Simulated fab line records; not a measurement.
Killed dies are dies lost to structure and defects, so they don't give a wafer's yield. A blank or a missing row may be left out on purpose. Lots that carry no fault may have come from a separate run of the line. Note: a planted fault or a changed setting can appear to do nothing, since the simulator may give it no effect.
Matching of chambers | flow n5 finfet | rie diel-03 running N5_GATE_CUT_ETCH_36: 4 sister chambers
The step etches SiARC in CF4, target depth 13 nm, time 21.7 s. 14 wafers are shown with their chamber, then 7 later ones without.

== WAFERS WITH THEIR CHAMBER ==
wafer  | chamber | throttle valve pct (%) | drypump motor current A (A) | oes product au (a.u.)
L074.2 | 2       | 15.43                  | 5.8                         | 0.66
L074.3 | 3       | 15.68                  | 6.6                         | 0.59
L074.6 | 0       | 15.31                  | 4.9                         | 0.69
L075.1 | 3       | 15.69                  | 6.7                         | 0.59
L075.2 | 1       | 16.00                  | 6.0                         | 0.64
L075.5 | 0       | 15.30                  | 4.9                         | 0.70
L079.3 | 2       | 15.46                  | 5.8                         | 0.66
L079.4 | 1       | 16.00                  | 6.1                         | 0.64
L079.6 | 2       | 15.44                  | 5.7                         | 0.65
L082.1 | 1       | 16.03                  | 6.0                         | 0.64
L082.2 | 2       | 15.46                  | 5.8                         | 0.65
L082.5 | 2       | 15.48                  | 5.7                         | 0.65
L083.3 | 2       | 15.48                  | 5.8                         | 0.65
L083.5 | 1       | 16.03                  | 6.1                         | 0.64

SIGNATURES (means of the wafers above)
reading                 | chamber 0 | chamber 1 | chamber 2 | chamber 3 | scatter within a chamber
throttle valve pct      | 15.3050   | 16.0150   | 15.4583   | 15.6850   | 0.0176
drypump motor current A | 4.900     | 6.050     | 5.767     | 6.650     | 0.0532
oes product au          | 0.6950    | 0.6400    | 0.6533    | 0.5900    | 0.00428
Rule: distance of a wafer from a chamber = root of the sum over the readings of ((wafer's reading minus chamber's mean) / reading's scatter) squared. If the next closest chamber is less than 2 further off than the closest, the wafer can't be placed; otherwise it belongs to the closest. The scatter: the root of (the sum of the squares of (reading less its chamber's mean) over the shown wafers, divided by (wafers less chambers)).

== WAFERS WHOSE CHAMBER IS MISSING ==
wafer  | throttle valve pct (%) | drypump motor current A (A) | oes product au (a.u.)
L083.6 | 15.33                  | 4.9                         | 0.68
L095.2 | 16.08                  | 6.1                         | 0.61
L095.3 | 15.38                  | 4.9                         | 0.65
L095.4 | 15.50                  | 5.8                         | 0.62
L097.1 | 15.53                  | 5.8                         | 0.62
L097.2 | 15.40                  | 4.9                         | 0.64
L097.3 | 16.09                  | 6.0                         | 0.61

== THE CHAMBER EACH PASSED THROUGH ==
wafer  | from the rows above | in truth
L083.6 | 0                   | 0
L095.2 | 1                   | 1
L095.3 | 0                   | 0
L095.4 | 2                   | 2
L097.1 | 2                   | 2
L097.2 | 0                   | 0
L097.3 | 1                   | 1
Correctly placed: 7 of 7. Number that these rows cannot place: 0. 0 placed wrongly.
